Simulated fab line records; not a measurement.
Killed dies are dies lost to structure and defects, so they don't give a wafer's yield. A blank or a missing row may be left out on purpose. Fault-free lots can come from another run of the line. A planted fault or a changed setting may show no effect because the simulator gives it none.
fab line records ; flow n5_finfet
record lots=7; wafers=18; last_day=17
route steps=1938 shown MOL_CONTACT_COAG@597 BEOL_M4@1111 PASSIVATION@1936
lots untouched by any fault: they come from a run of this same line in which no faults occurred
start_h: hours from the record's opening day to when the first of the lot's shown wafers began ; wait_h: hours elapsed since this lot's preceding step ; " repeats the value in the row above ; L1.1+2: one row covering several wafers at once ; - no value, or no start was given ; * or withheld: withheld ; < > ~ a bound
route shown NAME@n: names a module that has steps shown in the file, with the first one's number in the route ; usual: average and standard deviation across the fault-free wafers ; same: alike in all rows ; chamber/n: place in a boat ; sites: per-site readings ; _std_site: standard deviation across them ; _edge_site: outer sites' mean less inner sites' ; radius_mm: how far each site lies from the wafer's centre ; mask NAME#n: copy n ; behind: the most recent tool/chamber to have shaped the wafer ; hold: cause of the lot's hold/its duration in hours/its outcome ; device: the n, p or np transistor that did not switch ; end of line: tests of these same wafers at the route's end ; for a step that has no rows: nothing shown but its recipe ; killed: not the wafer's yield, but the dies lost to structure and defects at the first sort ; map: a wafer's dies, x killed, . not, _ none there
set.NAME: setting as actually run; set.NAME@STEP: the setting as run at that earlier step ; model.NAME: the simulator's own value behind a step, which no gauge read
a table for each step, a row for each wafer; lots at some steps of the route
services: the hour from which a tool's chamber was out of use, counted from the record's first day as start_h (under 0 if before that day), plus the number of hours and why
## steps
# step N5_MOL_CONTACT_COAG_EBR_36
# recipe solvent=PGMEA; ebr_width_mm=1.5
# step N5_MOL_CONTACT_COAG_SOFTBAKE_35
# recipe temp_c=110; time_s=60; resist=CAR-EUV
# step N5_MOL_CONTACT_COAG_EXPOSE_37
# recipe mask_id=VD; na=0.33; source_shape=annular; sigma_inner=0.3; sigma_outer=0.7; polarization=unpolarized; defocus_nm=0; dose_mj=62
# step N5_MOL_CONTACT_COAG_PEB_38
# recipe peb_temp_c=100; peb_time_s=60; resist=CAR-EUV
# step N5_MOL_CONTACT_COAG_DEVELOP_39
# recipe develop_time_s=30; developer=TMAH; resist=CAR-EUV; rinse_liquid=surfactant_rinse; dry=air_spin; dev_temp_c=23
# step N5_MOL_CONTACT_COAG_CD_MEAS_40
# recipe target_cd_nm=25.1; landing_energy_ev=500; detector=se_inlens; polarity=opening
# usual cd_nm=25.09/0.25
lot.wafer;tool;chamber;start_h;wait_h;cd_nm
L796.3;cd_sem-03;0;122.08;-;25.11
L796.5;cd_sem-03;0;122.08;-;25.02
L796.6;cd_sem-03;0;122.08;-;24.91
L799.1;cd_sem-01;0;141.62;-;25.38
L799.3;cd_sem-01;0;141.62;-;24.95
L799.6;cd_sem-01;0;141.62;-;24.98
L805.2;cd_sem-01;0;176.65;-;25.09
L805.3;cd_sem-01;0;176.65;-;24.79
L806.3;cd_sem-03;0;190.06;-;24.82
L806.5;cd_sem-03;0;190.06;-;24.93
L807.1;cd_sem-03;0;193.84;-;25.11
L807.5;cd_sem-03;0;193.84;-;25.12
L811.1;cd_sem-01;0;212.15;-;24.75
L811.2;cd_sem-01;0;212.15;-;24.84
L811.3;cd_sem-01;0;212.15;-;25.07
L813.2;cd_sem-01;0;227.81;-;25.35
L813.3;cd_sem-01;0;227.81;-;25.41
L813.6;cd_sem-01;0;227.81;-;25.41
# step N5_MOL_CONTACT_COAG_OVL_MEAS_41
# recipe points_per_wafer=522
# usual VD_OVL=-0.4/0.81
lot.wafer;tool;chamber;start_h;wait_h;VD_OVL[nm]
L796.3;overlay-02;0;122.12;0.0;-0.5
L796.5;overlay-02;0;122.12;0.0;-1.1
L796.6;overlay-02;0;122.12;0.0;0.6
L799.1;overlay-01;0;141.65;0.0;1.5
L799.3;overlay-01;0;141.65;0.0;1.7
L799.6;overlay-01;0;141.65;0.0;1.3
L805.2;overlay-01;0;176.68;0.0;0.2
L805.3;overlay-01;0;176.68;0.0;-0.2
L806.3;overlay-01;0;190.10;0.0;-0.3
L806.5;overlay-01;0;190.10;0.0;-0.8
L807.1;overlay-01;0;193.87;0.0;-0.1
L807.5;overlay-01;0;193.87;0.0;-0.7
L811.1;overlay-01;0;212.18;0.0;-0.5
L811.2;overlay-01;0;212.18;0.0;-0.9
L811.3;overlay-01;0;212.18;0.0;-0.1
L813.2;overlay-01;0;227.85;0.0;-0.5
L813.3;overlay-01;0;227.85;0.0;-0.7
L813.6;overlay-01;0;227.85;0.0;0.0
# step N5_MOL_CONTACT_COAG_INSPECT_42
# recipe mode=adi; inspect_instrument=brightfield
# usual raw_defect_count=208/48
lot.wafer;tool;chamber;start_h;wait_h;raw_defect_count
L796.3;defect_inspect-02;-;122.17;0.0;208
L796.5;defect_inspect-02;-;122.17;0.0;332
L796.6;defect_inspect-02;-;122.17;0.0;252
L799.1;defect_inspect-01;-;141.71;0.1;160
L799.3;defect_inspect-01;-;141.71;0.1;215
L799.6;defect_inspect-01;-;141.71;0.1;215
L805.2;defect_inspect-02;-;176.74;0.0;298
L805.3;defect_inspect-02;-;176.74;0.0;197
L806.3;defect_inspect-02;-;190.14;0.0;230
L806.5;defect_inspect-02;-;190.14;0.0;151
L807.1;defect_inspect-02;-;193.92;0.1;264
L807.5;defect_inspect-02;-;193.92;0.1;285
L811.1;defect_inspect-02;-;212.25;0.1;285
L811.2;defect_inspect-02;-;212.25;0.1;190
L811.3;defect_inspect-02;-;212.25;0.1;287
L813.2;defect_inspect-01;-;227.90;0.0;225
L813.3;defect_inspect-01;-;227.90;0.0;141
L813.6;defect_inspect-01;-;227.90;0.0;186
# step N5_MOL_CONTACT_COAG_DESCUM_45
# recipe chemistry=O2; time_s=7; source_power_w=50; bias_power_w=20; pressure_mtorr=20; rf_frequency_hz=2.712e+07; temp_c=40; resist=CAR-EUV; o2_flow_sccm=225
# usual drypump_motor_current_A=5.5/0.49; oes_product_au=0.79/0.076; rf_vpp_V=242.9/1.4; showerhead_plenum_p_Torr=2.09/0.074; throttle_valve_pct=20.48/0.22
lot.wafer;tool;chamber;start_h;wait_h;drypump_motor_current_A;oes_product_au;rf_hours_counter_h;rf_vpp_V;showerhead_plenum_p_Torr;throttle_valve_pct
L796.3;rie_diel-01;0;122.20;0.0;5.6;0.74;192;242.8;2.08;20.61
L796.5;rie_diel-01;3;122.20;0.0;6.5;0.88;-;243.9;2.23;20.14
L796.6;rie_diel-01;0;122.20;0.0;5.6;0.74;-;242.1;2.08;20.61
L799.1;rie_diel-06;3;141.75;0.0;4.9;0.84;66;242.4;2.04;20.15
L799.3;rie_diel-06;2;141.75;0.0;5.2;0.82;98;242.2;2.04;20.58
L799.6;rie_diel-06;3;141.75;0.0;4.9;0.83;-;242.2;2.04;20.16
L805.2;rie_diel-01;3;176.77;0.0;6.5;0.85;49;245.2;2.22;20.18
L805.3;rie_diel-01;1;176.77;0.0;5.7;0.95;6;242.9;2.06;20.24
L806.3;rie_diel-03;2;190.45;0.3;5.8;0.72;213;240.7;1.99;20.63
L806.5;rie_diel-03;1;190.45;0.3;4.9;0.80;-;240.5;2.03;20.11
L807.1;rie_diel-06;2;194.02;0.1;5.2;0.80;116;240.2;2.03;20.61
L807.5;rie_diel-06;1;194.02;0.1;5.4;0.80;-;243.8;2.13;20.57
L811.1;rie_diel-03;1;212.29;0.0;4.8;0.80;112;241.4;2.02;20.12
L811.2;rie_diel-03;0;212.29;0.0;6.2;0.69;231;242.6;2.16;20.72
L811.3;rie_diel-03;3;212.29;0.0;5.8;0.92;26;243.8;2.15;20.49
L813.2;rie_diel-03;1;227.94;0.0;4.8;0.79;112;240.0;2.02;20.11
L813.3;rie_diel-03;0;227.94;0.0;6.3;0.69;235;244.6;2.16;20.73
L813.6;rie_diel-03;0;227.94;0.0;6.3;0.69;-;244.2;2.16;20.74
# step N5_MOL_CONTACT_COAG_ETCH_65
# recipe chemistry=N2/H2; target=underlayer; target_depth_a=130; mask_material=CAR-EUV; time_s=10.4; ion_energy_ev=200; pressure_mtorr=30; source_w=840; bias_w=150; n2_flow_sccm=200; h2_flow_sccm=200; ends=cleared
# usual drypump_motor_current_A=5.5/0.49; etch_rf_on_time_s=10.40/0.22; oes_product_au=0.67/0.062; rf_vpp_V=523.5/2.6; showerhead_plenum_p_Torr=2.53/0.088; throttle_valve_pct=17.87/0.25
lot.wafer;tool;chamber;start_h;wait_h;drypump_motor_current_A;etch_rf_on_time_s;oes_product_au;rf_hours_counter_h;rf_vpp_V;showerhead_plenum_p_Torr;throttle_valve_pct
L796.3;rie_diel-01;0;122.24;0.0;5.6;10.31;0.63;192;525.6;2.51;17.98
L796.5;rie_diel-01;3;122.24;0.0;6.5;9.97;0.77;-;528.2;2.70;17.51
L796.6;rie_diel-01;0;122.24;0.0;5.6;10.24;0.64;-;524.5;2.51;17.98
L799.1;rie_diel-06;3;141.78;0.0;4.9;10.76;0.72;66;523.2;2.48;17.70
L799.3;rie_diel-06;2;141.78;0.0;5.2;10.16;0.70;98;520.2;2.47;18.05
L799.6;rie_diel-06;3;141.78;0.0;4.9;10.64;0.71;-;521.3;2.48;17.70
L805.2;rie_diel-01;3;176.81;0.0;6.5;10.04;0.74;49;529.0;2.70;17.54
L805.3;rie_diel-01;1;176.81;0.0;5.7;10.38;0.82;6;520.8;2.50;17.70
L806.3;rie_diel-03;2;190.48;0.0;5.8;10.47;0.60;213;520.9;2.41;18.03
L806.5;rie_diel-03;1;190.48;0.0;4.8;10.48;0.67;-;520.6;2.45;17.44
L807.1;rie_diel-06;2;194.06;0.0;5.2;10.21;0.68;116;520.7;2.46;18.09
L807.5;rie_diel-06;1;194.06;0.0;5.4;10.38;0.67;-;524.7;2.55;17.76
L811.1;rie_diel-03;1;212.32;0.0;4.9;10.46;0.67;112;521.0;2.45;17.44
L811.2;rie_diel-03;0;212.32;0.0;6.3;10.08;0.60;231;525.3;2.62;18.16
L811.3;rie_diel-03;3;212.32;0.0;5.8;10.42;0.78;26;526.1;2.58;17.74
L813.2;rie_diel-03;1;227.97;0.0;4.8;10.64;0.67;112;519.9;2.45;17.45
L813.3;rie_diel-03;0;227.97;0.0;6.3;10.16;0.60;235;526.1;2.62;18.16
L813.6;rie_diel-03;0;227.97;0.0;6.3;10.18;0.60;-;526.6;2.62;18.18
# step N5_MOL_CONTACT_COAG_ETCH_66
# recipe chemistry=CF4; target=SiARC; target_depth_a=130; mask_material=CAR-EUV; time_s=21.7; ion_energy_ev=80; pressure_mtorr=40; source_w=545; bias_w=36; Ar_flow_sccm=100; cf4_flow_sccm=100; ends=cleared
# usual drypump_motor_current_A=5.5/0.49; etch_rf_on_time_s=21.7/0.5; oes_product_au=0.67/0.062; rf_vpp_V=183.9/1.1; showerhead_plenum_p_Torr=2.13/0.071; throttle_valve_pct=15.61/0.25
lot.wafer;tool;chamber;start_h;wait_h;drypump_motor_current_A;etch_rf_on_time_s;oes_product_au;rf_hours_counter_h;rf_vpp_V;showerhead_plenum_p_Torr;throttle_valve_pct
L796.3;rie_diel-01;0;122.26;0.0;5.6;21.7;0.64;192;184.6;2.12;15.82
L796.5;rie_diel-01;3;122.26;0.0;6.5;21.2;0.76;-;184.5;2.27;15.27
L796.6;rie_diel-01;0;122.26;0.0;5.7;21.7;0.63;-;182.7;2.12;15.81
L799.1;rie_diel-06;3;141.80;0.0;4.9;22.1;0.70;66;182.4;2.08;15.19
L799.3;rie_diel-06;2;141.80;0.0;5.2;21.0;0.70;98;182.8;2.07;15.63
L799.6;rie_diel-06;3;141.80;0.0;4.9;22.2;0.70;-;182.4;2.08;15.19
L805.2;rie_diel-01;3;176.83;0.0;6.5;21.1;0.73;49;185.8;2.27;15.30
L805.3;rie_diel-01;1;176.83;0.0;5.7;21.5;0.82;6;183.8;2.11;15.35
L806.3;rie_diel-03;2;190.50;0.0;5.7;21.8;0.60;213;181.7;2.05;15.88
L806.5;rie_diel-03;1;190.50;0.0;4.8;21.7;0.68;-;183.9;2.07;15.25
L807.1;rie_diel-06;2;194.08;0.0;5.2;21.2;0.69;116;183.1;2.06;15.66
L807.5;rie_diel-06;1;194.08;0.0;5.4;22.1;0.66;-;183.6;2.17;15.64
L811.1;rie_diel-03;1;212.34;0.0;4.8;22.1;0.67;112;181.8;2.07;15.27
L811.2;rie_diel-03;0;212.34;0.0;6.3;21.2;0.60;231;183.7;2.20;15.89
L811.3;rie_diel-03;3;212.34;0.0;5.8;22.0;0.76;26;184.0;2.18;15.53
L813.2;rie_diel-03;1;227.99;0.0;4.8;21.9;0.68;112;183.1;2.07;15.28
L813.3;rie_diel-03;0;227.99;0.0;6.2;20.9;0.61;235;184.9;2.20;15.88
L813.6;rie_diel-03;0;227.99;0.0;6.3;21.0;0.60;-;183.5;2.20;15.88
# step N5_MOL_CONTACT_COAG_ALD_133
# recipe material=SiO2; target_thk_a=50; temp_c=100; ald_precursor_family=BDEAS; ald_co_reactant=O2-plasma; pulse_time_s=1; co_reactant_pulse_time_s=1; purge_time_s=2; co_reactant_purge_time_s=2; ald_cycles=35; pressure_torr=2
# usual heater_power_w=80/9; precursor_pulse_height_rel=1.001/0.016
# same co_reactant_pulse_time_s=1; co_reactant_purge_time_s=2
lot.wafer;tool;chamber;start_h;wait_h;heater_power_w;precursor_pulse_height_rel
L796.3;ald_sin-01;0;122.34;0.1;71;0.995
L796.5;ald_sin-01;0;122.34;0.1;72;1.007
L796.6;ald_sin-01;3;122.34;0.1;81;1.015
L799.1;ald_sin-01;0;141.88;0.1;71;1.019
L799.3;ald_sin-01;3;141.88;0.1;81;0.951
L799.6;ald_sin-01;3;141.88;0.1;80;0.993
L805.2;ald_sin-04;0;176.91;0.1;68;1.030
L805.3;ald_sin-04;3;176.91;0.1;100;0.989
L806.3;ald_sin-01;3;190.97;0.4;74;0.998
L806.5;ald_sin-01;1;190.97;0.4;77;0.988
L807.1;ald_sin-03;0;194.35;0.2;77;0.997
L807.5;ald_sin-03;1;194.35;0.2;79;1.007
L811.1;ald_sin-04;1;212.62;0.3;74;1.008
L811.2;ald_sin-04;3;212.62;0.3;101;0.978
L811.3;ald_sin-04;2;212.62;0.3;89;1.030
L813.2;ald_sin-04;0;228.07;0.1;67;0.959
L813.3;ald_sin-04;3;228.07;0.1;99;0.993
L813.6;ald_sin-04;0;228.07;0.1;67;1.007
# step N5_MOL_CONTACT_COAG_ETCHBACK_134
# recipe chemistry=CHF3; target=SiO2; target_depth_a=100; time_s=6.7; ion_energy_ev=200; pressure_mtorr=30; source_w=610; bias_w=170; Ar_flow_sccm=200; CHF3_flow_sccm=50
# usual drypump_motor_current_A=5.6/0.52; oes_ar_750_au=0.79/0.072; oes_product_au=0.79/0.079; rf_vpp_V=525/7; showerhead_plenum_p_Torr=2.39/0.081; throttle_valve_pct=18.72/0.25
lot.wafer;tool;chamber;start_h;wait_h;drypump_motor_current_A;oes_ar_750_au;oes_product_au;rf_hours_counter_h;rf_vpp_V;showerhead_plenum_p_Torr;throttle_valve_pct;model.CAR-EUV_of_MOL_CONTACT_COAG_COAT_34.thk_nm
L796.3;rie_diel-01;2;122.52;0.1;5.1;0.80;0.80;91;517;2.51;19.01;15.6
L796.5;rie_diel-01;1;122.52;0.1;5.7;0.69;0.69;-;513;2.34;18.88;15.8
L796.6;rie_diel-01;0;122.52;0.1;5.6;0.75;0.75;-;527;2.35;18.86;15.8
L799.1;rie_diel-06;3;142.06;0.1;4.9;0.82;0.83;66;531;2.31;18.31;15.8
L799.3;rie_diel-06;1;142.06;0.1;5.4;0.80;0.81;90;532;2.41;18.73;15.6
L799.6;rie_diel-06;3;142.06;0.1;4.9;0.82;0.84;-;530;2.31;18.31;15.6
L805.2;rie_diel-01;1;177.09;0.1;5.7;0.95;0.95;6;513;2.34;18.48;15.6
L805.3;rie_diel-01;3;177.09;0.1;6.5;0.86;1.07;49;532;2.51;18.43;14.8
L806.3;rie_diel-01;3;191.15;0.1;6.5;0.85;1.07;55;532;2.51;18.42;15.2
L806.5;rie_diel-01;0;191.15;0.1;5.7;0.72;0.72;-;526;2.34;18.89;15.6
L807.1;rie_diel-01;3;194.53;0.1;6.5;0.85;1.07;56;532;2.51;18.43;15
L807.5;rie_diel-01;2;194.53;0.1;5.1;0.77;0.78;-;518;2.50;19.05;15.6
L811.1;rie_diel-03;0;212.80;0.1;6.3;0.70;0.69;231;526;2.44;18.95;15.6
L811.2;rie_diel-03;1;212.80;0.1;4.8;0.79;0.79;112;524;2.32;18.47;15.6
L811.3;rie_diel-03;3;212.80;0.1;5.8;0.88;0.92;27;526;2.42;18.67;15.6
L813.2;rie_diel-03;3;228.37;0.2;5.8;0.87;0.90;34;528;2.42;18.67;15.6
L813.3;rie_diel-03;2;228.37;0.2;5.7;0.70;0.69;230;524;2.26;18.93;15.8
L813.6;rie_diel-03;0;228.37;0.2;6.3;0.70;0.69;-;525;2.44;18.95;15.6
# step N5_MOL_CONTACT_COAG_ETCH_67
# recipe chemistry=N2/H2; target=SOC; target_depth_a=600; overetch_a=210; mask_material=SiARC; temp_c=40; time_s=101.2; ion_energy_ev=200; pressure_mtorr=30; source_w=840; bias_w=150; n2_flow_sccm=200; h2_flow_sccm=200
# usual drypump_motor_current_A=5.6/0.52; oes_product_au=0.66/0.063; rf_vpp_V=524.3/2.6; showerhead_plenum_p_Torr=2.56/0.09; throttle_valve_pct=17.86/0.25
lot.wafer;tool;chamber;start_h;wait_h;drypump_motor_current_A;oes_product_au;rf_hours_counter_h;rf_vpp_V;showerhead_plenum_p_Torr;throttle_valve_pct
L796.3;rie_diel-01;2;122.55;0.0;5.1;0.67;91;527.1;2.68;18.12
L796.5;rie_diel-01;1;122.55;0.0;5.8;0.58;-;520.4;2.50;18.07
L796.6;rie_diel-01;0;122.55;0.0;5.7;0.62;-;523.8;2.51;17.93
L799.1;rie_diel-06;3;142.09;0.0;4.9;0.69;66;521.5;2.48;17.68
L799.3;rie_diel-06;1;142.09;0.0;5.4;0.67;90;525.2;2.56;17.68
L799.6;rie_diel-06;3;142.09;0.0;4.9;0.70;-;522.3;2.48;17.69
L805.2;rie_diel-01;1;177.12;0.0;5.7;0.79;6;522.6;2.50;17.68
L805.3;rie_diel-01;3;177.12;0.0;6.5;0.72;49;528.1;2.69;17.49
L806.3;rie_diel-01;3;191.19;0.0;6.5;0.70;55;527.9;2.69;17.53
L806.5;rie_diel-01;0;191.19;0.0;5.6;0.61;-;523.5;2.50;17.98
L807.1;rie_diel-01;3;194.56;0.0;6.5;0.70;56;527.9;2.69;17.52
L807.5;rie_diel-01;2;194.56;0.0;5.2;0.65;-;526.5;2.67;18.16
L811.1;rie_diel-03;0;212.83;0.0;6.3;0.58;231;525.9;2.62;18.12
L811.2;rie_diel-03;1;212.83;0.0;4.8;0.66;112;522.4;2.45;17.42
L811.3;rie_diel-03;3;212.83;0.0;5.8;0.77;27;525.0;2.58;17.71
L813.2;rie_diel-03;3;228.41;0.0;5.8;0.75;34;527.1;2.58;17.71
L813.3;rie_diel-03;2;228.41;0.0;5.8;0.59;230;518.3;2.40;18.04
L813.6;rie_diel-03;0;228.41;0.0;6.2;0.58;-;524.6;2.62;18.13
# step N5_BEOL_M4_RC_MEAS_101
# usual DIBL_N=36.3/1.7; DIBL_P=36.5/1.8; IOFF_N=0.16/0.033; IOFF_P=0.21/0.037; ION_N=675/11; ION_P=462/7.9; SS_N=71.6/0.64; SS_P=73.3/0.68; VT_N=249/3.3; VT_P=-250/3.3
lot.wafer;tool;chamber;start_h;wait_h;DIBL_N[mV/V];DIBL_P[mV/V];IOFF_N[nA/um];IOFF_P[nA/um];ION_N[uA/um];ION_P[uA/um];SS_N[mV/dec];SS_P[mV/dec];VT_N[mV];VT_P[mV]
L796.3;prober-01;0;183.02;0.3;38.1;37.8;0.19;0.26;684;467;71.9;73.3;245;-249
L796.5;prober-01;0;183.02;0.3;38.4;38.6;0.19;0.27;680;468;72.2;74.1;247;-247
L796.6;prober-01;0;183.02;0.3;36.8;36.7;0.16;0.23;675;463;70.9;73.6;250;-248
L799.1;prober-02;0;198.02;0.0;37.5;37.3;0.17;0.25;683;467;72.0;73.1;247;-247
L799.3;prober-02;0;198.02;0.0;37.4;38.3;0.16;0.25;670;460;71.1;73.2;253;-246
L799.6;prober-02;0;198.02;0.0;37.6;38.0;0.17;0.25;681;471;71.4;73.1;248;-248
L805.2;prober-02;0;251.13;0.2;36.7;36.9;0.17;0.20;680;464;71.4;73.0;250;-250
L805.3;prober-02;0;251.13;0.2;36.4;34.7;0.15;0.17;665;448;71.3;72.5;253;-253
L806.3;prober-01;0;254.00;0.3;36.9;36.9;0.18;0.27;688;476;71.6;73.2;246;-244
L806.5;prober-01;0;254.00;0.3;38.6;38.4;0.22;0.32;683;476;72.2;73.3;246;-241
L807.1;prober-02;0;256.50;0.0;36.5;35.7;0.17;0.23;677;470;71.7;73.0;246;-245
L807.5;prober-02;0;256.50;0.0;39.1;38.9;0.21;0.27;686;465;72.7;73.8;248;-248
L811.1;prober-01;0;267.45;0.0;35.8;34.5;0.14;0.20;665;465;71.5;71.9;254;-250
L811.2;prober-01;0;267.45;0.0;36.5;34.3;0.15;0.20;667;457;71.8;72.8;252;-249
L811.3;prober-01;0;267.45;0.0;38.4;38.6;0.19;0.27;675;465;72.3;73.7;249;-246
L813.2;prober-02;0;291.79;0.2;37.9;38.5;0.21;0.22;690;462;72.2;73.7;245;-251
L813.3;prober-02;0;291.79;0.2;35.1;35.3;0.16;0.20;684;465;71.2;73.2;247;-254
L813.6;prober-02;0;291.79;0.2;39.6;40.9;0.26;0.30;693;471;72.1;75.5;242;-247
# step N5_PASSIVATION_PROBE_49
# usual defect_limited_yield=91.3/1.5; killed_at_M0_to_M3=34/9.4; killed_at_M4_up=13/5.3; killed_at_contacts=13/5.7; killed_at_front_end=40/10; killed_at_other=3.7/2.8; killed_dies=103/17; killed_open=67/13; killed_short=35/8.5; sort_bin_4_leakage=0.00/0.016; sort_bin_5_function=5.0/0.98; sort_bin_6_memory=3.3/0.7; sort_n_pass=1077/17; sort_yield_pct=91.3/1.5
# same gross_dies=1180; killed_at_back_side=0; sort_bin_8_speed[%]=0
lot.wafer;tool;chamber;start_h;wait_h;defect_limited_yield[%];killed_at_M0_to_M3;killed_at_M4_up;killed_at_contacts;killed_at_front_end;killed_at_other;killed_dies;killed_open;killed_short;sort_bin_4_leakage[%];sort_bin_5_function[%];sort_bin_6_memory[%];sort_n_pass;sort_yield_pct[%]
L805.3;prober-01;-;355.62;0.1;90.5;25;6;18;59;4;112;68;44;0;5.7;3.5;1068;90.5
L811.1;prober-02;-;369.78;0.0;92.4;29;10;22;28;1;90;66;24;0;3.7;3.8;1090;92.4
L811.2;prober-02;-;369.83;0.1;92.5;25;7;9;40;7;88;52;35;0;4.2;2.6;1092;92.5
L811.3;prober-02;-;369.88;0.1;91.8;39;5;15;36;2;97;63;34;0;5.0;2.8;1083;91.8
# killed by level:class
L805.3 FIN_SAQP:geometric_particle:open=13 MOL_CONTACT_COAG:geometric_particle:open=11 BEOL_M2:geometric_particle:open=10 STI_FIN_REVEAL:geometric_particle:open=8 FIN_SAQP:geometric_particle:short=7 MOL_CONTACT_COAG:geometric_particle:short=7 STI_FIN_REVEAL:geometric_particle:short=6 ILD0:geometric_particle:short=5
L811.1 MOL_CONTACT_COAG:geometric_particle:open=21 BEOL_M2:geometric_particle:open=9 BEOL_M0_SAQP:geometric_particle:open=8 FIN_SAQP:geometric_particle:short=6 FIN_SAQP:geometric_particle:open=5 DUMMY_GATE:geometric_particle:open=5 BEOL_M0_SAQP:geometric_particle:short=5 GATE_CUT:geometric_particle:short=4
L811.2 STI_FIN_REVEAL:geometric_particle:open=13 STI_FIN_REVEAL:geometric_particle:short=6 BEOL_M2:geometric_particle:open=6 MOL_CONTACT_COAG:geometric_particle:open=6 BEOL_M1:geometric_particle:open=6 FIN_SAQP:geometric_particle:short=4 FIN_SAQP:geometric_particle:open=3 GATE_CUT:geometric_particle:short=3
L811.3 BEOL_M3:geometric_particle:open=11 STI_FIN_REVEAL:geometric_particle:open=10 MOL_CONTACT_COAG:geometric_particle:open=10 BEOL_M0_SAQP:geometric_particle:short=7 FIN_SAQP:geometric_particle:short=6 BEOL_M0_SAQP:geometric_particle:open=6 STARTING-WAFER:geometric_particle:short=6 FIN_SAQP:geometric_particle:open=5
## services
tool;chamber;start_h;hours;kind
ald_sin-04;-;99.25;15.6;pm
ald_sin-04;0;99.25;-;clean
ald_sin-04;1;99.25;-;clean
ald_sin-04;-;114.85;6.1;pm
rie_diel-03;3;115.55;-;clean
rie_diel-03;3;115.55;-;consumable_replace:focus_ring
rie_diel-03;3;115.55;23.0;scheduled_down
rie_diel-03;3;115.55;23.0;vent_cycle
ald_sin-01;3;124.75;5.7;repair
ald_sin-01;3;131.07;3.9;repair
ald_sin-01;1;137.73;1.7;repair
rie_diel-03;2;140.46;3.9;repair
rie_diel-01;1;146.78;-;clean
rie_diel-01;1;146.78;-;consumable_replace:focus_ring
rie_diel-01;1;146.78;13.0;scheduled_down
rie_diel-01;1;146.78;13.0;vent_cycle
ald_sin-01;1;169.45;5.0;repair
ald_sin-01;-;176.97;14.0;pm
rie_diel-03;0;187.82;10.9;repair
rie_diel-06;0;188.36;17.2;repair
ald_sin-01;-;210.29;14.6;pm
rie_diel-03;1;213.27;14.2;repair
rie_diel-03;0;218.88;6.2;repair
ald_sin-04;3;224.90;1.6;repair
## key
first_sign step=N5_MOL_CONTACT_COAG_ETCHBACK_134; reading=oes_product_au; direction=up; sigmas=3.5; usual=0.79; struck=1.07
effect none on later readings
model_effect step=N5_MOL_CONTACT_COAG_ETCHBACK_134; value=CAR-EUV_of_MOL_CONTACT_COAG_COAT_34.thk_nm; without=15.6; struck=15
met_at N5_MOL_CONTACT_COAG_ETCHBACK_134
struck_wafers L805.3,L806.3,L807.1
onset_between 122.52 177.09
fault kind=process_parameter_drift; tool=rie_diel-01; chamber=-; onset_h=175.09; steps=N5_MOL_CONTACT_COAG_ETCHBACK_134; channel=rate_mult; offset=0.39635; shape=step; end_h=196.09; scope=struck_wafers_only
